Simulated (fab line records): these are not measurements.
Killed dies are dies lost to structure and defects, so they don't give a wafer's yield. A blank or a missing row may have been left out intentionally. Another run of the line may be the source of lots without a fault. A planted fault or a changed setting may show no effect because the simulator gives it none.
fab line records    flow nandHarc
[record] lots = 5  wafers = 15  lastDay = 32
route steps=1302 shown P_M2@328 END@1302
lots that met no fault: from a run of the same line without faults
startH: start of the lot's first displayed wafer, in hours after the record's first day    waitH: hours from the lot's prior step to this one    " same as the row above    L1.1+2: several wafers, shown together as one row    - no value, or no start given    * or withheld: withheld    < > ~ a bound
route shown NAME@n: names a module that has steps shown in the file, with the first one's number in the route    usual: the fault-free wafers' mean and standard deviation    same: alike in all rows    chamber/n: place in a boat    sites: per-site readings    _std_site: standard deviation across them    _edge_site: mean of outer sites minus mean of inner sites    radiusMm: for every site, how far away it sits from the centre of the wafer    mask NAME#n: copy n    behind: tool/chamber where the wafer was last shaped    hold: why the lot was held/for how many hours/how that ended    device: the n, p or np transistor that did not switch    end of line: the route-end tests of the same wafers    a step without rows: its recipe alone    killed: dies lost to structure and defects at the first sort, not the wafer's yield    map: a wafer's dies, x killed, . not, _ none there
set.NAME: the setting the step ran with; set.NAME@STEP: the setting that earlier step ran with    model.NAME: the simulator's own value behind a step, which no gauge read
lots at some steps of the route; a table a step, a row a wafer
services: when a tool's chamber went out of use (startH, in hours from the record's first day, below 0 if earlier), for how many hours, and the reason
[[steps]]
[step NHARC_P_M2_CD_MEAS_09]
[recipe] targetCdNm = 170  landingEnergyEv = 500
[usual] cdNm = 169.9/0.56
lot.wafer  tool      chamber  startH  waitH  cdNm
L901.1     cdSem-03  0        145.80  -      170.0
L901.2     "         0        "       "      169.6
L901.4     "         0        "       "      170.1
L911.1     cdSem-03  0        248.02  -      169.4
L911.2     "         0        "       "      170.3
L911.3     "         0        "       "      169.3
L913.1     cdSem-01  0        276.73  -      170.2
L913.4     "         0        "       "      169.9
L913.5     "         0        "       "      170.3
L919.2     cdSem-01  0        322.16  -      169.7
L919.4     "         0        "       "      170.0
L919.5     "         0        "       "      170.3
L920.2     cdSem-02  0        340.93  -      169.7
L920.3     "         0        "       "      169.1
L920.6     "         0        "       "      169.9
[step NHARC_P_M2_OVL_MEAS_10]
[recipe] pitchNm = 340
[usual] overlayXNm = -0.2/0.9  overlayYNm = 0.0/0.87
lot.wafer  tool        chamber  startH  waitH  overlayXNm  overlayYNm
L901.1     overlay-02  -        145.89  -      -0.9        -0.3
L901.2     "           -        "       "      -0.8        0.0
L901.4     "           -        "       "      -1.4        -0.2
L911.1     overlay-01  -        248.11  -      1.5         0.3
L911.2     "           -        "       "      0.8         0.3
L911.3     "           -        "       "      0.6         0.3
L913.1     overlay-02  -        276.82  -      0.4         -1.8
L913.4     "           -        "       "      -0.1        -1.5
L913.5     "           -        "       "      -0.4        -1.3
L919.2     overlay-02  -        322.24  -      0.7         -0.5
L919.4     "           -        "       "      0.2         -0.2
L919.5     "           -        "       "      0.5         -0.8
L920.2     overlay-02  -        341.02  -      1.2         1.0
L920.3     "           -        "       "      1.3         0.9
L920.6     "           -        "       "      1.6         1.3
[step NHARC_P_M2_INSPECT_11]
[usual] rawDefectCount = 4.7/2.7
lot.wafer  tool              chamber  startH  waitH  rawDefectCount
L901.1     defectInspect-02  -        145.92  0.0    5
L901.2     "                 -        "       "      7
L901.4     "                 -        "       "      1
L911.1     defectInspect-01  -        248.15  0.0    4
L911.2     "                 -        "       "      3
L911.3     "                 -        "       "      4
L913.1     defectInspect-02  -        276.86  0.0    5
L913.4     "                 -        "       "      9
L913.5     "                 -        "       "      3
L919.2     defectInspect-02  -        322.28  0.0    3
L919.4     "                 -        "       "      4
L919.5     "                 -        "       "      2
L920.2     defectInspect-01  -        341.05  0.0    6
L920.3     "                 -        "       "      9
L920.6     "                 -        "       "      1
[step NHARC_P_M2_DESCUM_14]
[recipe] timeS = 3  o2FlowSccm = 200  arFlowSccm = 0  biasPowerW = 0  chemistry = O2
[step NHARC_P_M2_ETCH_35]
[recipe] targetDepthA = 400  overetchA = 120  timeS = 43.94  ionEnergyEv = 200  n2FlowSccm = 150  h2FlowSccm = 150  arFlowSccm = 0  rfW = 400  biasW = 150  chemistry = N2/H2
[usual] drypumpMotorCurrentA = 5.9/0.51  oesProductAu = 1.000/0.0099  rfVppV = 430.5/2.9  showerheadPlenumPTorr = 2.04/0.1  throttleValvePct = 14.170/0.01
lot.wafer  tool        chamber  startH  waitH  drypumpMotorCurrentA  oesProductAu  rfHoursCounterH  rfVppV  showerheadPlenumPTorr  throttleValvePct
L901.2     rieDiel-08  1        146.08  0.1    6.6                   0.989         5.5              430.8   2.10                   14.161
L901.4     "           2        "       "      5.4                   0.995         5.4              434.1   2.19                   14.181
L901.1     "           3        "       "      5.6                   0.996         5.0              430.3   2.06                   14.191
L911.1     rieDiel-08  0        248.30  0.1    6.7                   1.000         2.8              431.6   2.07                   14.168
L911.3     "           1        "       "      6.5                   0.996         2.6              431.4   2.10                   14.165
L911.2     "           2        "       "      5.4                   0.989         2.9              434.6   2.19                   14.171
L913.1     rieDiel-02  2        277.00  0.1    5.4                   0.991         2.4              427.2   1.89                   14.184
L913.4     "           0        "       "      5.5                   0.994         2.1              429.8   1.98                   14.183
L913.5     "           2        "       "      5.4                   0.999         -                427.7   1.89                   14.173
L919.4     rieDiel-02  0        322.43  0.1    5.4                   0.993         3.9              428.6   1.98                   14.164
L919.2     "           1        "       "      6.3                   1.008         4.4              428.7   1.97                   14.164
L919.5     "           3        "       "      5.3                   1.002         -                434.2   2.14                   14.169
L920.3     rieDiel-09  2        341.20  0.1    6.1                   1.014         0.1              426.0   1.90                   14.161
L920.2     "           3        "       "      6.3                   1.006         0.1              425.8   1.90                   14.169
L920.6     "           3        "       "      6.3                   1.007         -                426.7   1.90                   14.164
[step NHARC_P_M2_ETCH_15]
[recipe] targetDepthA = 1825  timeS = 91.2  c4f8FlowSccm = withheld  arFlowSccm = 400  rfW = 600  biasW = 300  chemistry = C4F8/Ar
[step NHARC_P_M2_CD_MEAS_16]
[usual] cdNm = 169.7/0.77
lot.wafer  tool      chamber  startH  waitH  cdNm
L901.1     cdSem-03  -        146.29  -      168.8
L901.2     "         -        "       "      169.3
L901.4     "         -        "       "      171.2
L911.1     cdSem-01  -        249.02  -      168.3
L911.2     "         -        "       "      169.7
L911.3     "         -        "       "      168.8
L913.1     cdSem-01  -        277.22  -      170.3
L913.4     "         -        "       "      169.7
L913.5     "         -        "       "      170.5
L919.2     cdSem-01  -        322.65  -      168.5
L919.4     "         -        "       "      169.9
L919.5     "         -        "       "      169.9
L920.2     cdSem-01  -        341.42  -      169.7
L920.3     "         -        "       "      169.3
L920.6     "         -        "       "      170.1
[step NHARC_P_M2_STRIP_18]
[recipe] powerW = 1000  n2FlowSccm = 150  h2FlowSccm = 150  arFlowSccm = 0  biasW = 0  chemistry = N2/H2
[usual] drypumpMotorCurrentA = 6.0/0.54  oesProductAu = 1.000/0.01  rfVppV = 90.8/1  showerheadPlenumPTorr = 2.05/0.091  throttleValvePct = 14.172/0.0095
lot.wafer  tool        chamber  startH  waitH  drypumpMotorCurrentA  oesProductAu  rfHoursCounterH  rfVppV  showerheadPlenumPTorr  throttleValvePct
L901.4     rieDiel-08  3        146.37  0.1    5.6                   0.987         5.1              89.9    2.06                   14.164
L901.2     "           1        "       "      6.6                   0.981         5.5              91.4    2.10                   14.165
L901.1     "           2        "       "      5.4                   0.992         5.5              89.7    2.20                   14.166
L911.2     rieDiel-02  0        249.09  0.1    5.4                   1.006         1.1              90.1    1.98                   14.169
L911.1     "           2        "       "      5.4                   1.001         1.4              88.5    1.89                   14.188
L911.3     "           3        "       "      5.3                   1.025         1.5              90.7    2.14                   14.170
L913.1     rieDiel-08  1        277.32  0.1    6.5                   1.001         4.0              92.1    2.10                   14.191
L913.4     "           3        "       "      5.6                   1.018         4.3              90.6    2.06                   14.146
L913.5     "           1        "       "      6.5                   1.004         -                90.6    2.10                   14.176
L919.4     rieDiel-08  0        322.72  0.1    6.7                   1.010         6.1              90.6    2.07                   14.170
L919.2     "           1        "       "      6.5                   1.006         5.8              92.0    2.10                   14.176
L919.5     "           1        "       "      6.5                   1.006         -                92.9    2.10                   14.171
L920.2     rieDiel-02  1        341.54  0.1    6.3                   1.002         6.3              90.7    1.97                   14.173
L920.3     "           2        "       "      5.4                   1.006         6.0              89.2    1.89                   14.164
L920.6     "           0        "       "      5.4                   0.993         -                90.2    1.98                   14.190
[step NHARC_P_M2_ETCH_28]
[recipe] targetDepthA = 300  overEtchFrac = 0.3  timeS = 72.99  ionEnergyEv = 150  cf4FlowSccm = 50  n2FlowSccm = 100  arFlowSccm = 150  rfW = 300  biasW = 100  chemistry = CF4/N2
[step NHARC_P_M2_STRIP_19]
[recipe] timeS = 600  tempC = 30  chemistry = postEtchResidueRemover
[step NHARC_P_M2_DEGAS_29]
[recipe] tempC = 250  timeS = 60
[usual] heaterPowerW = 333/32
lot.wafer  tool           chamber  startH  waitH  heaterPowerW
L901.1     pvdSputter-01  -        147.01  -      368
L901.4     "              -        "       "      316
L901.2     "              -        "       "      303
L911.2     pvdSputter-03  -        249.73  -      340
L911.3     "              -        "       "      322
L911.1     "              -        "       "      399
L913.1     pvdSputter-01  -        277.98  -      320
L913.4     "              -        "       "      303
L913.5     "              -        "       "      325
L919.4     pvdSputter-03  -        323.38  -      389
L919.2     "              -        "       "      338
L919.5     "              -        "       "      351
L920.2     pvdSputter-01  -        342.18  -      303
L920.3     "              -        "       "      308
L920.6     "              -        "       "      307
[step NHARC_P_M2_PRE_CLEAN_30]
[recipe] timeS = 30  tempC = 280  gas = H2/He
[usual] heaterPowerW = 408/41
lot.wafer  tool           chamber  startH  waitH  heaterPowerW
L901.4     pvdSputter-01  -        -       -      472
L901.1     "              -        "       "      378
L901.2     "              -        "       "      377
L911.1     pvdSputter-03  -        -       -      389
L911.3     "              -        "       "      435
L911.2     "              -        "       "      493
L913.1     pvdSputter-01  -        -       -      366
L913.4     "              -        "       "      479
L913.5     "              -        "       "      370
L919.2     pvdSputter-03  -        -       -      488
L919.4     "              -        "       "      422
L919.5     "              -        "       "      415
L920.2     pvdSputter-01  -        -       -      470
L920.3     "              -        "       "      379
L920.6     "              -        "       "      383
[step NHARC_P_M2_PVD_20]
[recipe] targetThkA = 50  biasV = 168.6  powerW = 15000  chamberPressurePa = 0.12  timeS = 8.06  substrateTempC = 50  material = TaN
[usual] throttleValvePct = 29.4/1  timeS = 8.06/0
lot.wafer  tool           chamber  startH  waitH  throttleValvePct  timeS
L901.2     pvdSputter-01  -        147.12  -      29.6              8.06
L901.4     "              -        "       "      28.1              8.06
L901.1     "              -        "       "      30.6              8.06
L911.2     pvdSputter-03  -        249.84  -      30.2              5.9137
L911.3     "              -        "       "      27.8              8.06
L911.1     "              -        "       "      30.8              8.06
L913.4     pvdSputter-01  -        278.11  -      29.2              8.06
L913.1     "              -        "       "      28.3              8.06
L913.5     "              -        "       "      30.8              8.06
L919.2     pvdSputter-03  -        323.51  -      31.1              8.06
L919.4     "              -        "       "      28.1              8.06
L919.5     "              -        "       "      28.1              8.06
L920.2     pvdSputter-01  -        342.31  -      30.8              8.06
L920.3     "              -        "       "      30.1              8.06
L920.6     "              -        "       "      28.3              8.06
[step NHARC_P_M2_PVD_21]
[recipe] targetThkA = 300  chamberPressurePa = 5  powerW = 5000  substrateTempC = 30  timeS = 20.49  material = Cu
[usual] throttleValvePct = 29.5/1.1  timeS = 20.49/0
lot.wafer  tool           chamber  startH  waitH  throttleValvePct  timeS
L901.1     pvdSputter-01  -        -       -      29.5              20.49
L901.4     "              -        "       "      27.9              20.49
L901.2     "              -        "       "      31.1              20.49
L911.3     pvdSputter-03  -        -       -      30.7              20.49
L911.1     "              -        "       "      28.2              20.49
L911.2     "              -        "       "      30.3              20.49
L913.4     pvdSputter-01  -        -       -      30.7              20.49
L913.1     "              -        "       "      30.0              20.49
L913.5     "              -        "       "      30.8              20.49
L919.4     pvdSputter-03  -        -       -      30.9              20.49
L919.2     "              -        "       "      28.3              20.49
L919.5     "              -        "       "      28.0              20.49
L920.2     pvdSputter-01  -        -       -      28.3              20.49
L920.3     "              -        "       "      30.2              20.49
L920.6     "              -        "       "      28.5              20.49
[step NHARC_END_SORT_01]
[recipe] tempC = 25
[usual] defectLimitedYield = 91.5/2.9  killedAtArray = 53/20  killedAtOther = 1/1.2  killedAtPeriphery = 3.7/2.6  killedDies = 58/20  killedOpen = 3.5/1.8  killedShort = 2.4/1.7  sort_bin_2_pct = 3.1/1.3  sort_bin_3_pct = 0.6/0.4  sort_bin_4_pct = 4.9/1.7  sortNPass = 619/20  sortRimYieldPct = 92/4  sortYieldPct = 91.5/2.9
[same] grossDies = 677  sort_bin_5_pct[%] = 0  sort_bin_6_pct[%] = 0  sort_bin_7_pct[%] = 0  sort_bin_8_pct[%] = 0  sortRimNGross = 106.00
lot.wafer  tool       chamber  startH  waitH  defectLimitedYield[%]  killedAtArray  killedAtOther  killedAtPeriphery  killedDies  killedOpen  killedShort  sort_bin_2_pct[%]  sort_bin_3_pct[%]  sort_bin_4_pct[%]  sortNPass  sortRimYieldPct[%]  sortYieldPct[%]
L920.2     prober-02  0        774.18  2.8    94.5                   27             0              10                 37          6           5            1.2                0.3                4.0                640        94                  94.5
L920.3     prober-02  0        774.98  3.1    95.1                   26             1              6                  33          2           4            1.5                0.4                3.0                644        97                  95.1
L920.6     prober-02  0        777.39  4.0    94.8                   31             2              2                  35          1           6            1.6                0.4                3.1                642        94                  94.8
// killed by level:class
L920.2 A_SLIT:chamberFilmFlake=7 A_CONTACT:chamberFilmFlake=5 P_M0:geometricParticle:open=3 P_CONTACT:chamberFilmFlake=3 A_WL_FILL:geometricParticle:short=2 P_ZERO_WELL:chamberFilmFlake=2 A_CHANNEL_HOLE_D1:unspecified=2 A_CHANNEL_HOLE_D1:chamberFilmFlake=2
L920.3 A_CONTACT:chamberFilmFlake=7 A_SLIT:chamberFilmFlake=7 P_M2:chamberFilmFlake=3 A_ONON_D2:geometricParticle:short=2 P_CONTACT:chamberFilmFlake=2 A_CHANNEL_HOLE_D1:chamberFilmFlake=1 A_ONON_D1:geometricParticle:short=1 A_CHANNEL_FILL_D1:geometricParticle:open=1
L920.6 A_CONTACT:chamberFilmFlake=10 A_SLIT:chamberFilmFlake=7 A_WL_FILL:geometricParticle:short=2 A_CHANNEL_HOLE_D2:chamberFilmFlake=2 A_STAIRCASE:chamberFilmFlake=2 THIN_TSV:chamberFilmFlake=2 P_CONTACT:geometricParticle:short=1 A_ONON_D1:geometricParticle:short=1
[[services]]
tool           chamber  startH  hours  kind
rieDiel-09     0        129.41  5.3    repair
rieDiel-09     -        143.10  9.0    pm
rieDiel-08     0        145.39  -      clean
rieDiel-08     1        145.39  -      clean
rieDiel-08     2        145.39  -      clean
rieDiel-08     3        145.39  -      clean
rieDiel-08     2        148.76  3.6    repair
rieDiel-08     0        169.92  -      clean
rieDiel-08     1        169.92  -      clean
rieDiel-08     2        169.92  -      clean
rieDiel-08     3        169.92  -      clean
pvdSputter-03  -        170.00  10.0   pm
rieDiel-08     -        190.89  9.0    pm
rieDiel-08     0        190.89  9.0    ventCycle
rieDiel-08     1        190.89  9.0    ventCycle
rieDiel-08     2        190.89  9.0    ventCycle
rieDiel-08     3        190.89  9.0    ventCycle
rieDiel-08     0        199.89  -      clean
rieDiel-02     -        216.70  9.0    pm
pvdSputter-01  -        225.24  3.9    repair
pvdSputter-01  -        229.17  10.0   pm
pvdSputter-01  -        253.70  4.3    repair
rieDiel-08     1        316.99  4.7    repair
rieDiel-09     -        320.10  9.0    pm
[[key]]
[firstSign] step = NHARC_P_M2_PVD_20  reading = timeS  direction = down  sigmas = 99+  usual = *  struck = *
effect none on later readings
metAt NHARC_P_M2_PVD_20
struckWafers L911.2
[fault] kind = processParameterDrift  tool = pvdSputter-03  chamber = -  onsetH = 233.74  steps = NHARC_P_M2_PVD_20  channel = timeS  offset = *  shape = step  endH = 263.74  actsIn = *  stated = *  scope = struckWafersOnly
